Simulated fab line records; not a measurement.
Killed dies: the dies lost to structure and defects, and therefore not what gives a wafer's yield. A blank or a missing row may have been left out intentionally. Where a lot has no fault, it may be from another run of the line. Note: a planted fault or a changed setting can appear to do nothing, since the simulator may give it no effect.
Matching of chambers || flow nand-harc || NHARC_A_STAIRCASE_DESCUM_11 on rie-diel-04: 4 sister chambers
The step chemistry O2, time 3 s. 20 wafers are shown with their chamber, then 10 later ones without.

WAFERS WITH THEIR CHAMBER
{"wafer": "L074.1", "chamber": 0, "drypump-motor-current-A (A)": 5.9, "showerhead-plenum-p-Torr (Torr)": 1.97, "oes-product-au (a.u.)": 0.990}
{"wafer": "L074.4", "chamber": 3, "drypump-motor-current-A (A)": 6.7, "showerhead-plenum-p-Torr (Torr)": 1.83, "oes-product-au (a.u.)": 0.999}
{"wafer": "L074.5", "chamber": 0, "drypump-motor-current-A (A)": 6.0, "showerhead-plenum-p-Torr (Torr)": 1.97, "oes-product-au (a.u.)": 1.004}
{"wafer": "L082.2", "chamber": 1, "drypump-motor-current-A (A)": 5.0, "showerhead-plenum-p-Torr (Torr)": 1.90, "oes-product-au (a.u.)": 0.999}
{"wafer": "L082.3", "chamber": 2, "drypump-motor-current-A (A)": 5.4, "showerhead-plenum-p-Torr (Torr)": 1.90, "oes-product-au (a.u.)": 1.003}
{"wafer": "L082.6", "chamber": 2, "drypump-motor-current-A (A)": 5.4, "showerhead-plenum-p-Torr (Torr)": 1.90, "oes-product-au (a.u.)": 1.002}
{"wafer": "L082.1", "chamber": 0, "drypump-motor-current-A (A)": 6.0, "showerhead-plenum-p-Torr (Torr)": 1.96, "oes-product-au (a.u.)": 0.999}
{"wafer": "L082.4", "chamber": 1, "drypump-motor-current-A (A)": 5.0, "showerhead-plenum-p-Torr (Torr)": 1.90, "oes-product-au (a.u.)": 0.997}
{"wafer": "L082.5", "chamber": 0, "drypump-motor-current-A (A)": 5.9, "showerhead-plenum-p-Torr (Torr)": 1.96, "oes-product-au (a.u.)": 1.005}
{"wafer": "L081.2", "chamber": 0, "drypump-motor-current-A (A)": 5.9, "showerhead-plenum-p-Torr (Torr)": 1.96, "oes-product-au (a.u.)": 1.000}
{"wafer": "L081.3", "chamber": 2, "drypump-motor-current-A (A)": 5.4, "showerhead-plenum-p-Torr (Torr)": 1.90, "oes-product-au (a.u.)": 0.995}
{"wafer": "L081.5", "chamber": 0, "drypump-motor-current-A (A)": 5.9, "showerhead-plenum-p-Torr (Torr)": 1.96, "oes-product-au (a.u.)": 0.999}
{"wafer": "L081.1", "chamber": 1, "drypump-motor-current-A (A)": 5.0, "showerhead-plenum-p-Torr (Torr)": 1.90, "oes-product-au (a.u.)": 1.005}
{"wafer": "L081.4", "chamber": 2, "drypump-motor-current-A (A)": 5.4, "showerhead-plenum-p-Torr (Torr)": 1.90, "oes-product-au (a.u.)": 0.996}
{"wafer": "L081.6", "chamber": 1, "drypump-motor-current-A (A)": 4.9, "showerhead-plenum-p-Torr (Torr)": 1.90, "oes-product-au (a.u.)": 0.997}
{"wafer": "L085.1", "chamber": 0, "drypump-motor-current-A (A)": 5.9, "showerhead-plenum-p-Torr (Torr)": 1.95, "oes-product-au (a.u.)": 1.007}
{"wafer": "L085.3", "chamber": 1, "drypump-motor-current-A (A)": 5.0, "showerhead-plenum-p-Torr (Torr)": 1.89, "oes-product-au (a.u.)": 1.004}
{"wafer": "L085.6", "chamber": 0, "drypump-motor-current-A (A)": 5.9, "showerhead-plenum-p-Torr (Torr)": 1.96, "oes-product-au (a.u.)": 0.995}
{"wafer": "L089.1", "chamber": 3, "drypump-motor-current-A (A)": 6.7, "showerhead-plenum-p-Torr (Torr)": 1.83, "oes-product-au (a.u.)": 0.989}
{"wafer": "L089.4", "chamber": 1, "drypump-motor-current-A (A)": 4.9, "showerhead-plenum-p-Torr (Torr)": 1.89, "oes-product-au (a.u.)": 1.005}

SIGNATURES (averages over the wafers above)
{"reading": "drypump-motor-current-A", "chamber 0": 5.925, "chamber 1": 4.967, "chamber 2": 5.400, "chamber 3": 6.700, "scatter within a chamber": 0.0421}
{"reading": "showerhead-plenum-p-Torr", "chamber 0": 1.9612, "chamber 1": 1.8967, "chamber 2": 1.9000, "chamber 3": 1.8300, "scatter within a chamber": 0.00513}
{"reading": "oes-product-au", "chamber 0": 0.99987, "chamber 1": 1.00117, "chamber 2": 0.99900, "chamber 3": 0.99400, "scatter within a chamber": 0.00496}
Rule: distance of a wafer from a chamber = root of the sum over the readings of ((wafer's reading minus chamber's mean) / reading's scatter) squared. The wafer belongs to the nearest chamber; if the next one is less than 2 further off, it can't be placed. The scatter is the square root of a quotient: the sum, over the shown wafers, of each reading's squared deviation from its chamber's mean, divided by wafers minus chambers.

WAFERS WITH NO CHAMBER GIVEN
{"wafer": "L089.5", "drypump-motor-current-A (A)": 5.9, "showerhead-plenum-p-Torr (Torr)": 1.95, "oes-product-au (a.u.)": 1.000}
{"wafer": "L090.2", "drypump-motor-current-A (A)": 5.9, "showerhead-plenum-p-Torr (Torr)": 1.95, "oes-product-au (a.u.)": 0.994}
{"wafer": "L090.4", "drypump-motor-current-A (A)": 5.4, "showerhead-plenum-p-Torr (Torr)": 1.89, "oes-product-au (a.u.)": 0.995}
{"wafer": "L090.5", "drypump-motor-current-A (A)": 6.7, "showerhead-plenum-p-Torr (Torr)": 1.82, "oes-product-au (a.u.)": 0.991}
{"wafer": "L090.1", "drypump-motor-current-A (A)": 5.0, "showerhead-plenum-p-Torr (Torr)": 1.89, "oes-product-au (a.u.)": 0.999}
{"wafer": "L090.3", "drypump-motor-current-A (A)": 6.7, "showerhead-plenum-p-Torr (Torr)": 1.83, "oes-product-au (a.u.)": 0.989}
{"wafer": "L090.6", "drypump-motor-current-A (A)": 5.4, "showerhead-plenum-p-Torr (Torr)": 1.89, "oes-product-au (a.u.)": 1.004}
{"wafer": "L094.4", "drypump-motor-current-A (A)": 6.6, "showerhead-plenum-p-Torr (Torr)": 1.82, "oes-product-au (a.u.)": 1.007}
{"wafer": "L094.5", "drypump-motor-current-A (A)": 5.9, "showerhead-plenum-p-Torr (Torr)": 1.95, "oes-product-au (a.u.)": 1.013}
{"wafer": "L094.6", "drypump-motor-current-A (A)": 5.0, "showerhead-plenum-p-Torr (Torr)": 1.89, "oes-product-au (a.u.)": 0.999}

WHICH CHAMBER EACH ONE RAN IN
{"wafer": "L089.5", "from the rows above": 0, "in truth": 0}
{"wafer": "L090.2", "from the rows above": 0, "in truth": 0}
{"wafer": "L090.4", "from the rows above": 2, "in truth": 2}
{"wafer": "L090.5", "from the rows above": 3, "in truth": 3}
{"wafer": "L090.1", "from the rows above": 1, "in truth": 1}
{"wafer": "L090.3", "from the rows above": 3, "in truth": 3}
{"wafer": "L090.6", "from the rows above": 2, "in truth": 2}
{"wafer": "L094.4", "from the rows above": 3, "in truth": 3}
{"wafer": "L094.5", "from the rows above": 0, "in truth": 0}
{"wafer": "L094.6", "from the rows above": 1, "in truth": 1}
Correct placement for 10 of the 10. Not placeable from these rows: 0. Number placed wrongly: 0.
